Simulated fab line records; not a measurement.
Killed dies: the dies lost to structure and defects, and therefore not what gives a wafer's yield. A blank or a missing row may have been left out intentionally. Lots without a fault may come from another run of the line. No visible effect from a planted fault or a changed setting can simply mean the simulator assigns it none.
Chamber matching -- flow nandHarc -- rieDiel-03 running NHARC_A_CONTACT_ETCH_75: 4 sister chambers
The step etches the open film in CF4, target depth 39 nm, time 65 s. 8 wafers are shown with their chamber, then 7 later ones without.

## WAFERS PAIRED WITH THEIR CHAMBERS
wafer,chamber,showerheadPlenumPTorr (Torr),drypumpMotorCurrentA (A)
L074.2,2,1.85,5.5
L077.6,1,1.66,6.0
L079.6,1,1.66,6.0
L083.1,0,1.75,5.9
L083.3,2,1.85,5.6
L083.5,3,1.71,6.6
L084.1,0,1.75,5.9
L084.2,3,1.72,6.7

## WAFERS WHOSE CHAMBER IS MISSING
wafer,showerheadPlenumPTorr (Torr),drypumpMotorCurrentA (A)
L084.6,1.85,5.6
L088.2,1.71,6.7
L088.3,1.65,6.0
L088.6,1.75,5.9
L091.1,1.71,6.7
L091.4,1.75,5.9
L091.6,1.75,5.9

## THE CHAMBER EACH PASSED THROUGH
wafer,from the rows above,in truth
L084.6,2,2
L088.2,3,3
L088.3,1,1
L088.6,0,0
L091.1,3,3
L091.4,0,0
L091.6,0,0
7 of 7 placed correctly. Can't be placed from these rows: 0. Placed wrongly: 0.
How it was worked out, from the rows above alone: a wafer's distance from a chamber is the root of the sum, over the readings, of the square of ((its reading less the chamber's mean) divided by the reading's scatter). The wafer belongs to the nearest chamber; if the next one is less than 2 further off, it can't be placed. Each chamber's mean is taken over the wafers shown for it. The scatter: take each reading less its chamber's mean, square it, sum over the shown wafers, divide by the number of wafers less the number of chambers, and take the root.
